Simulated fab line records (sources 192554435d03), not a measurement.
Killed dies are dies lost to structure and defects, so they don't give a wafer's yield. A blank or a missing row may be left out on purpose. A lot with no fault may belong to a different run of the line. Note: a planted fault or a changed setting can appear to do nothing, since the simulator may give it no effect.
fab line records + flow n5Finfet + part 1 of 2: steps 1 to 6 of 7
[record]
- lots = 8
- wafers = 24
- lastDay = 18
route steps=1938 shown SD_EPI_P@307 SD_ACTIVATION@330 ILD0@335 BEOL_M4@1111 PASSIVATION@1936
lots untouched by any fault: they come from a run of this same line in which no faults occurred
startH: hours from the record's opening day to when the first of the lot's shown wafers began + waitH: time in hours since the lot's previous step + " unchanged from the row above + L1.1+2: several wafers, shown together as one row + - either no value or no given start + * or withheld: withheld + < > ~ a bound
route shown NAME@n: NAME is a module with steps in the file, n the number in the route of the first one + usual: average and standard deviation across the fault-free wafers + same: alike in all rows + chamber/n: place in a boat + sites: readings site by site + _std_site: standard deviation across them + _edge_site: inner sites' mean taken away from outer sites' mean + radiusMm: how far each site lies from the wafer's centre + mask NAME#n: copy n + behind: the tool/chamber that last shaped the wafer + hold: why the lot was held/for how many hours/how that ended + device: which transistor (n, p or np) failed to switch + end of line: at the end of the route, the tests of the same wafers + a step with no rows: only its recipe + killed: dies lost to structure and defects at the first sort, not the wafer's yield + map: a wafer's dies, x killed, . not, _ none there
set.NAME: the run value of the setting; set.NAME@STEP: its run value at that earlier step + model.NAME: the simulator's own value behind a step, which no gauge read
a sample of lots followed through the steps of the route, with each step as a table and each wafer as a row
services: the hour from which a tool's chamber was out of use, counted from the record's first day as startH (under 0 if before that day), plus the number of hours and why
[[steps]]
[step N5_SD_EPI_P_ETCH_36]
[recipe]
- chemistry = CF4
- target = SiARC
- targetDepthA = 455
- maskMaterial = CAR-ArF-block
- timeS = 75.8
- ionEnergyEv = 80
- pressureMtorr = 40
- sourceW = 545
- biasW = 36
- Ar_flow_sccm = 100
- cf4FlowSccm = 100
- ends = cleared
[usual]
- drypumpMotorCurrentA = 5.8/0.31
- etchRfOnTimeS = 75.4/2.4
- oesProductAu = 0.69/0.054
- rfVppV = 184.1/1.2
- showerheadPlenumPTorr = 2.15/0.071
- throttleValvePct = 15.59/0.21
| lot.wafer | tool       | chamber | startH | waitH | drypumpMotorCurrentA | etchRfOnTimeS | oesProductAu | rfHoursCounterH | rfVppV | showerheadPlenumPTorr | throttleValvePct |
|-----------|------------|---------|--------|-------|----------------------|---------------|--------------|-----------------|--------|-----------------------|------------------|
| L459.1    | rieDiel-04 | 1       | 55.19  | 0.0   | 5.7                  | 71.9          | 0.83         | 21              | 182.5  | 2.10                  | 15.26            |
| L459.4    | "          | 0       | "      | "     | 5.7                  | 74.6          | 0.72         | 66              | 184.9  | 2.17                  | 15.56            |
| L459.5    | "          | 0       | "      | "     | 5.7                  | 74.5          | 0.72         | -               | 185.4  | 2.17                  | 15.56            |
| L465.2    | rieDiel-01 | 0       | 90.47  | 0.0   | 5.8                  | 78.9          | 0.76         | 25              | 185.0  | 2.20                  | 15.35            |
| L465.3    | "          | 3       | "      | "     | 5.7                  | 77.4          | 0.67         | 113             | 182.5  | 2.07                  | 15.73            |
| L465.5    | "          | 1       | "      | "     | 5.9                  | 75.5          | 0.64         | -               | 183.5  | 2.06                  | 15.76            |
| L466.2    | rieDiel-04 | 1       | 98.62  | 0.0   | 5.7                  | 71.9          | 0.79         | 36              | 182.8  | 2.09                  | 15.29            |
| L466.5    | "          | 3       | "      | "     | 5.0                  | 76.2          | 0.69         | -               | 183.1  | 2.16                  | 15.27            |
| L466.6    | "          | 2       | "      | "     | 6.0                  | 74.8          | 0.62         | -               | 182.8  | 2.05                  | 15.76            |
| L467.1    | rieDiel-01 | 2       | 105.88 | 0.0   | 6.3                  | 71.9          | 0.66         | 155             | 184.7  | 2.23                  | 15.63            |
| L467.2    | "          | 0       | "      | "     | 5.8                  | 79.0          | 0.75         | 30              | 185.3  | 2.20                  | 15.35            |
| L467.3    | "          | 1       | "      | "     | 5.9                  | 75.1          | 0.63         | 173             | 184.9  | 2.06                  | 15.76            |
| L468.4    | rieDiel-03 | 0       | 113.19 | 0.0   | 5.7                  | 74.8          | 0.78         | 24              | 185.3  | 2.26                  | 15.67            |
| L468.5    | "          | 0       | "      | "     | 5.7                  | 75.1          | 0.78         | -               | 185.9  | 2.26                  | 15.66            |
| L468.6    | "          | 1       | "      | "     | 5.4                  | 76.5          | 0.70         | -               | 183.8  | 2.17                  | 15.41            |
| L480.1    | rieDiel-01 | 3       | 181.19 | 0.0   | 5.7                  | 78.8          | 0.65         | 139             | 181.9  | 2.06                  | 15.78            |
| L480.3    | "          | 1       | "      | "     | 5.9                  | 74.5          | 0.63         | 193             | 183.3  | 2.05                  | 15.84            |
| L480.5    | "          | 2       | "      | "     | 6.3                  | 72.5          | 0.64         | -               | 184.0  | 2.22                  | 15.66            |
| L481.1    | rieDiel-01 | 2       | 187.21 | 0.0   | 6.4                  | 70.9          | 0.65         | 178             | 184.5  | 2.22                  | 15.67            |
| L481.2    | "          | 1       | "      | "     | 5.9                  | 73.9          | 0.63         | 195             | 182.2  | 2.05                  | 15.83            |
| L481.5    | "          | 1       | "      | "     | 5.9                  | 74.0          | 0.62         | -               | 183.5  | 2.05                  | 15.82            |
| L482.1    | rieDiel-04 | 2       | 191.59 | 0.0   | 6.0                  | 74.7          | 0.61         | 217             | 181.9  | 2.04                  | 15.79            |
| L482.2    | "          | 3       | "      | "     | 5.0                  | 76.0          | 0.67         | 124             | 184.4  | 2.15                  | 15.31            |
| L482.4    | "          | 0       | "      | "     | 5.7                  | 74.5          | 0.68         | 107             | 183.8  | 2.15                  | 15.62            |
[step N5_SD_EPI_P_ETCH_37]
[recipe]
- chemistry = N2/H2
- target = SOC
- overetchA = 1080
- maskMaterial = SiARC
- tempC = 40
- ionEnergyEv = 100
- sourceW = 3000
- biasW = 133
- pressureMtorr = 20
- timeS = 486
- n2FlowSccm = 200
- h2FlowSccm = 200
- ends = endPoint
[usual]
- drypumpMotorCurrentA = 5.8/0.31
- oesProductAu = 0.72/0.058
- rfVppV = 240.8/1.3
- showerheadPlenumPTorr = 2.54/0.084
- throttleValvePct = 23.8/0.35
| lot.wafer | tool       | chamber | startH | waitH | drypumpMotorCurrentA | oesProductAu | rfHoursCounterH | rfVppV | showerheadPlenumPTorr | throttleValvePct |
|-----------|------------|---------|--------|-------|----------------------|--------------|-----------------|--------|-----------------------|------------------|
| L459.1    | rieDiel-04 | 1       | 55.25  | 0.0   | 5.7                  | 0.84         | 21              | 239.2  | 2.48                  | 23.3             |
| L459.4    | "          | 0       | "      | "     | 5.7                  | 0.75         | 66              | 241.7  | 2.55                  | 23.5             |
| L459.5    | "          | 0       | "      | "     | 5.8                  | 0.76         | -               | 241.2  | 2.55                  | 23.5             |
| L465.2    | rieDiel-01 | 0       | 90.53  | 0.0   | 5.8                  | 0.80         | 26              | 240.7  | 2.60                  | 23.5             |
| L465.3    | "          | 3       | "      | "     | 5.7                  | 0.71         | 113             | 240.1  | 2.44                  | 23.9             |
| L465.5    | "          | 1       | "      | "     | 5.9                  | 0.66         | -               | 239.2  | 2.45                  | 24.4             |
| L466.2    | rieDiel-04 | 1       | 98.67  | 0.0   | 5.7                  | 0.81         | 36              | 239.6  | 2.47                  | 23.3             |
| L466.5    | "          | 3       | "      | "     | 5.0                  | 0.72         | -               | 240.9  | 2.57                  | 23.3             |
| L466.6    | "          | 2       | "      | "     | 6.1                  | 0.64         | -               | 239.7  | 2.43                  | 24.0             |
| L467.1    | rieDiel-01 | 2       | 105.93 | 0.0   | 6.4                  | 0.67         | 155             | 241.7  | 2.64                  | 23.8             |
| L467.2    | "          | 0       | "      | "     | 5.8                  | 0.79         | 30              | 241.4  | 2.60                  | 23.5             |
| L467.3    | "          | 1       | "      | "     | 5.9                  | 0.66         | 173             | 237.8  | 2.45                  | 24.4             |
| L468.4    | rieDiel-03 | 0       | 113.24 | 0.0   | 5.7                  | 0.81         | 24              | 242.0  | 2.70                  | 24.1             |
| L468.5    | "          | 0       | "      | "     | 5.7                  | 0.80         | -               | 243.9  | 2.70                  | 24.1             |
| L468.6    | "          | 1       | "      | "     | 5.4                  | 0.74         | -               | 240.1  | 2.55                  | 23.4             |
| L480.1    | rieDiel-01 | 3       | 181.24 | 0.0   | 5.7                  | 0.69         | 139             | 239.4  | 2.43                  | 24.0             |
| L480.3    | "          | 1       | "      | "     | 5.9                  | 0.64         | 193             | 238.2  | 2.44                  | 24.4             |
| L480.5    | "          | 2       | "      | "     | 6.3                  | 0.65         | -               | 241.5  | 2.63                  | 23.8             |
| L481.1    | rieDiel-01 | 2       | 187.27 | 0.0   | 6.4                  | 0.66         | 179             | 242.0  | 2.62                  | 23.8             |
| L481.2    | "          | 1       | "      | "     | 5.9                  | 0.65         | 195             | 239.2  | 2.44                  | 24.4             |
| L481.5    | "          | 1       | "      | "     | 5.9                  | 0.65         | -               | 239.3  | 2.44                  | 24.4             |
| L482.1    | rieDiel-04 | 2       | 191.64 | 0.0   | 6.0                  | 0.63         | 217             | 239.6  | 2.42                  | 24.0             |
| L482.2    | "          | 3       | "      | "     | 5.0                  | 0.70         | 124             | 239.6  | 2.56                  | 23.3             |
| L482.4    | "          | 0       | "      | "     | 5.7                  | 0.71         | 107             | 242.5  | 2.53                  | 23.5             |
[step N5_SD_ACTIVATION_RTA_00]
[recipe]
- tempC = 975
- timeS = 0
- ambient = N2
- idleTempC = 600
- rampUpCPerS = 150
- rampDownCPerS = 60
- coolToC = 600
[usual]
- lampPowerPct = 8.95/0.052
- lamp_zone_1_pct = 8.947/0.026
- lamp_zone_2_pct = 8.951/0.023
- lamp_zone_3_pct = 8.952/0.027
- lamp_zone_4_pct = 8.950/0.027
- lamp_zone_5_pct = 8.955/0.027
- lamp_zone_6_pct = 8.877/0.024
- lamp_zone_7_pct = 9.350/0.025
- wafer_temp_C_max = 975.1/2
[same]
- timeS = 0
| lot.wafer | tool         | chamber | startH | waitH | lampPowerPct | lamp_zone_1_pct | lamp_zone_2_pct | lamp_zone_3_pct | lamp_zone_4_pct | lamp_zone_5_pct | lamp_zone_6_pct | lamp_zone_7_pct | wafer_temp_C_max |
|-----------|--------------|---------|--------|-------|--------------|-----------------|-----------------|-----------------|-----------------|-----------------|-----------------|-----------------|------------------|
| L459.1    | rtpAnneal-01 | 0       | 58.93  | 0.0   | 8.92         | 8.964           | 8.952           | 8.949           | 8.953           | 8.957           | 8.901           | 9.335           | 976.7            |
| L459.4    | "            | 0       | "      | "     | 8.83         | 8.930           | 8.998           | 8.967           | 8.947           | 9.029           | 8.915           | 9.343           | 977.8            |
| L459.5    | "            | 0       | "      | "     | 8.95         | 8.952           | 8.950           | 8.964           | 8.912           | 8.950           | 8.902           | 9.381           | 975.4            |
| L465.2    | rtpAnneal-01 | 0       | 95.06  | 0.1   | 8.97         | 8.939           | 8.943           | 8.963           | 8.936           | 8.968           | 8.894           | 9.377           | 978.8            |
| L465.3    | "            | 0       | "      | "     | 8.89         | 9.001           | 8.937           | 8.954           | 8.978           | 8.984           | 8.911           | 9.334           | 973.7            |
| L465.5    | "            | 0       | "      | "     | 8.95         | 8.916           | 8.962           | 8.935           | 8.957           | 8.966           | 8.881           | 9.335           | 973.0            |
| L466.2    | rtpAnneal-01 | 0       | 102.59 | 0.1   | 7.99         | 7.995           | 7.989           | 8.042           | 8.062           | 7.984           | 7.934           | 8.411           | 977.0            |
| L466.5    | "            | 0       | "      | "     | 7.98         | 8.005           | 8.037           | 7.986           | 8.062           | 8.063           | 7.934           | 8.375           | 975.0            |
| L466.6    | "            | 0       | "      | "     | 8.08         | 7.999           | 8.054           | 7.992           | 8.039           | 7.997           | 7.944           | 8.383           | 975.4            |
| L467.1    | rtpAnneal-01 | 0       | 109.59 | 0.0   | 8.04         | 8.048           | 8.033           | 8.000           | 8.031           | 8.043           | 7.938           | 8.381           | 977.0            |
| L467.2    | "            | 0       | "      | "     | 7.99         | 8.009           | 8.041           | 7.992           | 8.046           | 8.020           | 7.938           | 8.385           | 976.4            |
| L467.3    | "            | 0       | "      | "     | 8.00         | 8.016           | 8.041           | 7.980           | 8.020           | 7.986           | 7.981           | 8.376           | 974.6            |
| L468.4    | rtpAnneal-01 | 0       | 119.00 | 0.1   | 8.09         | 8.020           | 7.994           | 8.042           | 7.984           | 8.010           | 7.949           | 8.388           | 978.4            |
| L468.5    | "            | 0       | "      | "     | 8.06         | 7.965           | 8.071           | 8.033           | 8.033           | 8.004           | 7.951           | 8.364           | 972.7            |
| L468.6    | "            | 0       | "      | "     | 7.96         | 8.038           | 8.027           | 8.032           | 8.030           | 8.018           | 7.949           | 8.420           | 978.8            |
| L480.1    | rtpAnneal-01 | 0       | 184.89 | 0.0   | 8.89         | 8.961           | 8.956           | 8.937           | 8.941           | 9.014           | 8.885           | 9.365           | 975.1            |
| L480.3    | "            | 0       | "      | "     | 9.05         | 8.888           | 8.947           | 8.963           | 8.945           | 8.974           | 8.875           | 9.356           | 974.4            |
| L480.5    | "            | 0       | "      | "     | 8.99         | 8.946           | 8.959           | 8.989           | 8.987           | 8.962           | 8.899           | 9.338           | 976.0            |
| L481.1    | rtpAnneal-01 | 0       | 191.79 | 0.0   | 8.99         | 8.901           | 8.926           | 8.912           | 8.954           | 8.951           | 8.874           | 9.314           | 976.2            |
| L481.2    | "            | 0       | "      | "     | 8.97         | 8.959           | 8.938           | 8.983           | 8.925           | 8.974           | 8.878           | 9.364           | 975.2            |
| L481.5    | "            | 0       | "      | "     | 9.00         | 8.965           | 8.954           | 8.955           | 8.940           | 9.001           | 8.894           | 9.335           | 978.4            |
| L482.1    | rtpAnneal-01 | 0       | 196.21 | 0.1   | 8.87         | 8.927           | 8.945           | 8.962           | 8.978           | 8.917           | 8.880           | 9.349           | 972.5            |
| L482.2    | "            | 0       | "      | "     | 8.94         | 8.954           | 8.961           | 8.977           | 8.970           | 8.976           | 8.881           | 9.385           | 973.0            |
| L482.4    | "            | 0       | "      | "     | 8.97         | 8.922           | 8.960           | 8.946           | 8.966           | 8.946           | 8.842           | 9.390           | 972.6            |
[step N5_SD_ACTIVATION_RS_MEAS_03]
[recipe]
- thkMeasGauge = four-point-probe
[usual]
- RS_SD_N = 21.88/0.28
- RS_SD_P = 56.1/0.85
| lot.wafer | tool         | chamber | startH | waitH | RS_SD_N[ohm/sq] | RS_SD_P[ohm/sq] |
|-----------|--------------|---------|--------|-------|-----------------|-----------------|
| L459.1    | filmMetro-02 | -       | 59.35  | 0.2   | 21.87           | 56.1            |
| L459.4    | "            | -       | "      | "     | 21.54           | 56.7            |
| L459.5    | "            | -       | "      | "     | 21.70           | 57.2            |
| L465.2    | filmMetro-01 | -       | 95.45  | 0.2   | 22.11           | 56.2            |
| L465.3    | "            | -       | "      | "     | 21.57           | 55.5            |
| L465.5    | "            | -       | "      | "     | 22.07           | 55.8            |
| L466.2    | filmMetro-02 | -       | 102.98 | 0.2   | 22.84           | 55.5            |
| L466.5    | "            | -       | "      | "     | 23.16           | 56.5            |
| L466.6    | "            | -       | "      | "     | 23.19           | 57.0            |
| L467.1    | filmMetro-01 | -       | 109.99 | 0.2   | 23.21           | 55.5            |
| L467.2    | "            | -       | "      | "     | 23.15           | 55.4            |
| L467.3    | "            | -       | "      | "     | 23.04           | 55.7            |
| L468.4    | filmMetro-01 | -       | 119.38 | 0.1   | 22.65           | 57.9            |
| L468.5    | "            | -       | "      | "     | 22.63           | 57.6            |
| L468.6    | "            | -       | "      | "     | 22.83           | 58.3            |
| L480.1    | filmMetro-01 | -       | 185.31 | 0.2   | 22.29           | 55.8            |
| L480.3    | "            | -       | "      | "     | 21.73           | 56.5            |
| L480.5    | "            | -       | "      | "     | 22.00           | 55.8            |
| L481.1    | filmMetro-02 | -       | 192.21 | 0.2   | 22.23           | 55.3            |
| L481.2    | "            | -       | "      | "     | 22.07           | 55.7            |
| L481.5    | "            | -       | "      | "     | 21.76           | 54.5            |
| L482.1    | filmMetro-01 | -       | 196.62 | 0.2   | 21.48           | 57.1            |
| L482.2    | "            | -       | "      | "     | 21.52           | 56.5            |
| L482.4    | "            | -       | "      | "     | 21.50           | 57.8            |
[step N5_ILD0_LINER_00]
[recipe]
- material = SiNx
- targetThkA = 40
- tempC = 400
- aldPrecursorFamily = SiH2I2
- aldCoReactant = N2/H2-plasma
- pulseTimeS = 1
- purgeTimeS = 2
- coReactantPurgeTimeS = 2
- aldCycles = 80
- pressureTorr = 2
[usual]
- heaterPowerW = 857/54
- precursorPulseHeightRel = 1.002/0.021
[same]
- aldCycles = 80
| lot.wafer | tool      | chamber | startH | waitH | heaterPowerW | precursorPulseHeightRel |
|-----------|-----------|---------|--------|-------|--------------|-------------------------|
| L459.1    | aldSin-01 | 3       | 60.21  | 0.5   | 953          | 1.031                   |
| L459.4    | "         | 0       | "      | "     | 926          | 0.998                   |
| L459.5    | "         | 2       | "      | "     | 876          | 1.015                   |
| L465.2    | aldSin-04 | 3       | 97.17  | 1.4   | 915          | 0.991                   |
| L465.3    | "         | 0       | "      | "     | 819          | 1.008                   |
| L465.5    | "         | 0       | "      | "     | 810          | 0.993                   |
| L466.2    | aldSin-01 | 2       | 103.33 | 0.0   | 890          | 1.040                   |
| L466.5    | "         | 2       | "      | "     | 875          | 1.024                   |
| L466.6    | "         | 0       | "      | "     | 887          | 1.052                   |
| L467.1    | aldSin-01 | 2       | 110.35 | 0.0   | 864          | 1.039                   |
| L467.2    | "         | 3       | "      | "     | 950          | 0.991                   |
| L467.3    | "         | 1       | "      | "     | 860          | 0.978                   |
| L468.4    | aldSin-01 | 0       | 119.68 | 0.0   | 917          | 1.021                   |
| L468.5    | "         | 3       | "      | "     | 942          | 0.960                   |
| L468.6    | "         | 2       | "      | "     | 857          | 1.023                   |
| L480.1    | aldSin-04 | 3       | 185.67 | 0.0   | 904          | 0.995                   |
| L480.3    | "         | 0       | "      | "     | 811          | 1.000                   |
| L480.5    | "         | 0       | "      | "     | 822          | 1.010                   |
| L481.1    | aldSin-02 | 1       | 192.57 | 0.0   | 782          | 1.004                   |
| L481.2    | "         | 2       | "      | "     | 806          | 1.022                   |
| L481.5    | "         | 2       | "      | "     | 796          | 1.029                   |
| L482.1    | aldSin-01 | 0       | 196.97 | 0.0   | 913          | 0.963                   |
| L482.2    | "         | 3       | "      | "     | 952          | 0.987                   |
| L482.4    | "         | 1       | "      | "     | 896          | 1.037                   |
[step N5_BEOL_M4_RC_MEAS_101]
[usual]
- DIBL_N = 37.1/2.4
- DIBL_P = 37/3
- IOFF_N = 0.18/0.053
- IOFF_P = 0.21/0.05
- ION_N = 674/14
- ION_P = 459/9.2
- REXT_N = 74.9/1.5
- REXT_P = 100.7/2.2
- RS_SD_N = 28.4/0.36
- SS_N = 72.1/0.9
- SS_P = 73.4/0.89
- VT_N = 250/3.8
- VT_N_LVT = 98/3.8
- VT_P = -251/3.7
- VT_P_LVT = -99/3.3
| lot.wafer | tool      | chamber | startH | waitH | DIBL_N[mV/V] | DIBL_P[mV/V] | IOFF_N[nA/um] | IOFF_P[nA/um] | ION_N[uA/um] | ION_P[uA/um] | REXT_N[ohm.um] | REXT_P[ohm.um] | RS_SD_N[ohm/sq] | SS_N[mV/dec] | SS_P[mV/dec] | VT_N[mV] | VT_N_LVT[mV] | VT_P[mV] | VT_P_LVT[mV] |
|-----------|-----------|---------|--------|-------|--------------|--------------|---------------|---------------|--------------|--------------|----------------|----------------|-----------------|--------------|--------------|----------|--------------|----------|--------------|
| L459.1    | prober-02 | 0       | 179.75 | 0.0   | 39.7         | 42           | 0.23          | 0.30          | 684          | 470          | 75.8           | 101.4          | 28.4            | 72.4         | 74.6         | 245      | 96           | -248     | -97          |
| L459.4    | "         | 0       | "      | "     | 38.3         | 39           | 0.19          | 0.22          | 667          | 455          | 75.6           | 102.4          | 28.1            | 71.9         | 73.9         | 249      | 98           | -253     | -101         |
| L459.5    | "         | 0       | "      | "     | 39.1         | 41           | 0.21          | 0.27          | 673          | 467          | 76.5           | 102.1          | 28.2            | 72.2         | 74.2         | 245      | 95           | -248     | -97          |
| L465.2    | prober-01 | 0       | 210.38 | 0.2   | 37.7         | 40           | 0.19          | 0.22          | 671          | 459          | 77.2           | 98.1           | 28.3            | 72.5         | 74.4         | 250      | 97           | -251     | -99          |
| L465.3    | "         | 0       | "      | "     | 34.9         | 36           | 0.13          | 0.18          | 657          | 450          | 76.6           | 98.9           | 28.4            | 71.4         | 73.3         | 253      | 102          | -253     | -100         |
| L465.5    | "         | 0       | "      | "     | 36.0         | 36           | 0.16          | 0.18          | 679          | 457          | 74.9           | 96.7           | 28.5            | 72.1         | 72.9         | 250      | 98           | -254     | -100         |
| L466.2    | prober-02 | 0       | 213.79 | 0.2   | 28.7         | 30           | 0.06          | 0.13          | 603          | 441          | 101.6          | 115.1          | 29.9            | 70.8         | 71.9         | 265      | 114          | -257     | -106         |
| L466.5    | "         | 0       | "      | "     | 26.0         | 27           | 0.05          | 0.11          | 587          | 430          | 103.0          | 114.7          | 29.8            | 69.6         | 71.0         | 268      | 113          | -259     | -107         |
| L466.6    | "         | 0       | "      | "     | 29.6         | 32           | 0.07          | 0.15          | 606          | 450          | 102.6          | 114.1          | 29.9            | 70.8         | 72.7         | 264      | 112          | -257     | -104         |
| L468.4    | prober-01 | 0       | 230.08 | 0.5   | 31.6         | 34           | 0.08          | 0.13          | 599          | 426          | 101.3          | 118.2          | 28.8            | 70.9         | 73.9         | 263      | 110          | -262     | -108         |
| L468.5    | "         | 0       | "      | "     | 26.5         | 28           | 0.05          | 0.09          | 582          | 424          | 99.9           | 114.5          | 29.4            | 70.1         | 72.0         | 271      | 118          | -265     | -113         |
| L468.6    | "         | 0       | "      | "     | 29.4         | 32           | 0.07          | 0.12          | 607          | 428          | 101.3          | 118.4          | 29.5            | 70.5         | 73.0         | 263      | 113          | -261     | -109         |
| L467.1    | prober-01 | 0       | 232.04 | 0.0   | 26.2         | 28           | 0.05          | 0.10          | 594          | 433          | 104.6          | 114.3          | 29.9            | 69.3         | 71.7         | 268      | 115          | -261     | -111         |
| L467.2    | "         | 0       | "      | "     | 31.6         | 34           | 0.09          | 0.16          | 613          | 441          | 105.5          | 115.2          | 29.5            | 70.4         | 72.6         | 259      | 109          | -256     | -106         |
| L467.3    | "         | 0       | "      | "     | 28.9         | 31           | 0.06          | 0.12          | 591          | 421          | 106.5          | 115.8          | 29.5            | 69.6         | 71.7         | 266      | 115          | -259     | -111         |
| L480.1    | prober-02 | 0       | 309.30 | 0.0   | 32.5         | 33           | 0.12          | 0.14          | 665          | 453          | 73.6           | 100.3          | 28.8            | 71.2         | 72.1         | 252      | 98           | -255     | -103         |
| L480.3    | "         | 0       | "      | "     | 36.1         | 37           | 0.17          | 0.18          | 690          | 459          | 72.7           | 100.3          | 28.3            | 71.7         | 72.8         | 249      | 94           | -255     | -99          |
| L480.5    | "         | 0       | "      | "     | 37.3         | 39           | 0.21          | 0.22          | 697          | 464          | 73.8           | 99.5           | 28.7            | 72.5         | 74.6         | 244      | 91           | -252     | -97          |
| L481.1    | prober-01 | 0       | 309.62 | 0.0   | 36.6         | 37           | 0.17          | 0.18          | 682          | 459          | 74.1           | 104.2          | 28.8            | 72.2         | 72.7         | 251      | 98           | -256     | -103         |
| L481.2    | "         | 0       | "      | "     | 34.7         | 35           | 0.14          | 0.16          | 665          | 446          | 75.4           | 105.6          | 28.3            | 71.2         | 73.3         | 251      | 100          | -255     | -104         |
| L481.5    | "         | 0       | "      | "     | 34.5         | 35           | 0.14          | 0.16          | 670          | 458          | 74.1           | 103.7          | 28.2            | 70.7         | 73.3         | 252      | 100          | -258     | -104         |
| L482.1    | prober-01 | 0       | 312.45 | 0.0   | 34.9         | 35           | 0.13          | 0.16          | 662          | 456          | 77.1           | 100.4          | 28.0            | 71.0         | 73.0         | 254      | 101          | -253     | -102         |
| L482.2    | "         | 0       | "      | "     | 37.6         | 38           | 0.16          | 0.19          | 662          | 448          | 76.4           | 101.6          | 27.7            | 71.7         | 73.5         | 254      | 100          | -253     | -101         |
| L482.4    | "         | 0       | "      | "     | 37.8         | 39           | 0.19          | 0.22          | 681          | 460          | 75.5           | 99.0           | 27.9            | 71.8         | 73.7         | 249      | 96           | -252     | -100         |
[[key]]
[firstSign]
- step = N5_SD_ACTIVATION_RTA_00
- reading = lamp_zone_2_pct
- direction = down
- sigmas = 40
- usual = *
- struck = *
[effect]
- step = N5_SD_ACTIVATION_RTA_00
- reading = lamp_zone_6_pct
- direction = down
- sigmas = 39
- usual = *
- struck = *
[effect]
- step = N5_SD_ACTIVATION_RS_MEAS_03
- reading = RS_SD_N
- direction = up
- sigmas = 3.8
- usual = 21.88
- struck = 22.97
[effect]
- step = N5_BEOL_M4_RC_MEAS_101
- reading = REXT_N
- direction = up
- sigmas = 18
- usual = 74.9
- struck = 102.9
[effect]
- step = N5_BEOL_M4_RC_MEAS_101
- reading = REXT_P
- direction = up
- sigmas = 6.9
- usual = 100.7
- struck = 115.6
[effect]
- step = N5_BEOL_M4_RC_MEAS_101
- reading = ION_N
- direction = down
- sigmas = 5.4
- usual = 674
- struck = 598
[effect]
- step = N5_BEOL_M4_RC_MEAS_101
- reading = VT_N
- direction = up
- sigmas = 4.1
- usual = 250
- struck = 265
[effect]
- step = N5_BEOL_M4_RC_MEAS_101
- reading = VT_N_LVT
- direction = up
- sigmas = 4
- usual = 98
- struck = 113
[effect]
- step = N5_BEOL_M4_RC_MEAS_101
- reading = DIBL_N
- direction = down
- sigmas = 3.5
- usual = 37.1
- struck = 28.7
[effect]
- step = N5_BEOL_M4_RC_MEAS_101
- reading = RS_SD_N
- direction = up
- sigmas = 3.3
- usual = 28.4
- struck = 29.6
[effect]
- step = N5_BEOL_M4_RC_MEAS_101
- reading = ION_P
- direction = down
- sigmas = 2.8
- usual = 459
- struck = 433
[effect]
- step = N5_BEOL_M4_RC_MEAS_101
- reading = VT_P_LVT
- direction = down
- sigmas = 2.8
- usual = -99
- struck = -108
- wafersMoved = 8
[effect]
- step = N5_BEOL_M4_RC_MEAS_101
- reading = VT_P
- direction = down
- sigmas = 2.3
- usual = -251
- struck = -260
[effect]
- step = N5_BEOL_M4_RC_MEAS_101
- reading = IOFF_N
- direction = down
- sigmas = 2.2
- usual = 0.18
- struck = 0.07
- wafersMoved = 2
[effect]
- step = N5_BEOL_M4_RC_MEAS_101
- reading = SS_N
- direction = down
- sigmas = 2
- usual = 72.1
- struck = 70.2
- wafersMoved = 3
[effect]
- step = N5_PASSIVATION_PROBE_49
- reading = sort_bin_8_speed
- direction = up
- sigmas = 44
- usual = 0.2
- struck = 87.8
metAt N5_SD_ACTIVATION_RTA_00
struckLots L466,L467,L468
[baselineLoss]
- step = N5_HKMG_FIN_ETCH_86
- wafers = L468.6
notActingAt N5_SD_EPI_P_ETCH_36,N5_SD_EPI_P_ETCH_37,N5_ILD0_LINER_00
onsetBetween 95.06 102.59
[fault]
- kind = processParameterDrift
- tool = rtpAnneal-01
- chamber = -
- onsetH = 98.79
- steps = N5_SD_ACTIVATION_RTA_00
- channel = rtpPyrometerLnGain
- offset = 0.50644
- shape = step
- endH = 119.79
// baselineLoss: these wafers lose ten dies or more at that step, a loss of the line's own and not of a fault; the sort's usual values leave them out
